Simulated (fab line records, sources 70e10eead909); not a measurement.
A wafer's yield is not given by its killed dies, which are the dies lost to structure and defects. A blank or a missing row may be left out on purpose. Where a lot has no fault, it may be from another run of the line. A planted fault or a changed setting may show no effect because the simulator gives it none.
Chamber matching | flow nand_harc | NHARC_A_M1_PRE_CLEAN_32 on pecvd-04: 3 sister chambers
The step time 12 s. 3 wafers are shown with their chamber, then 10 later ones without.

## EACH WAFER AND ITS CHAMBER
wafer  | chamber | heater_power_w (W)
L082.6 | 0       | 611
L086.1 | 1       | 600
L086.3 | 2       | 488

## WAFERS WHOSE CHAMBER IS MISSING
wafer  | heater_power_w (W)
L086.4 | 555
L093.2 | 553
L093.3 | 571
L093.6 | 578
L094.4 | 498
L094.5 | 660
L094.6 | 595
L096.3 | 663
L096.4 | 666
L096.5 | 552

## WHICH CHAMBER EACH ONE RAN IN
wafer  | from the rows above          | in truth
L086.4 | can't be placed: 1 or 0 or 2 | 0
L093.2 | can't be placed: 1 or 0 or 2 | 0
L093.3 | can't be placed: 1 or 0 or 2 | 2
L093.6 | can't be placed: 1 or 0 or 2 | 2
L094.4 | 2                            | 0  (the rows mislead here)
L094.5 | can't be placed: 0 or 1      | 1
L094.6 | can't be placed: 1 or 0      | 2
L096.3 | can't be placed: 0 or 1      | 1
L096.4 | can't be placed: 0 or 1      | 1
L096.5 | can't be placed: 1 or 0 or 2 | 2
Correctly placed: 0 of 10. Not placeable from these rows: 9 (in 8, the candidates include the true chamber). Placed wrongly: 1.
How it was worked out, from the rows above alone: a wafer's distance from a chamber is the root of the sum, over the readings, of the square of ((its reading less the chamber's mean) divided by the reading's scatter). The wafer belongs to the nearest chamber; if the next one is less than 2 further off, it can't be placed. The mean given for a chamber averages the wafers shown for that chamber. The scatter: with one shown wafer a chamber, the root of the mean of the squares of how far each hidden wafer lies from its nearest shown one.
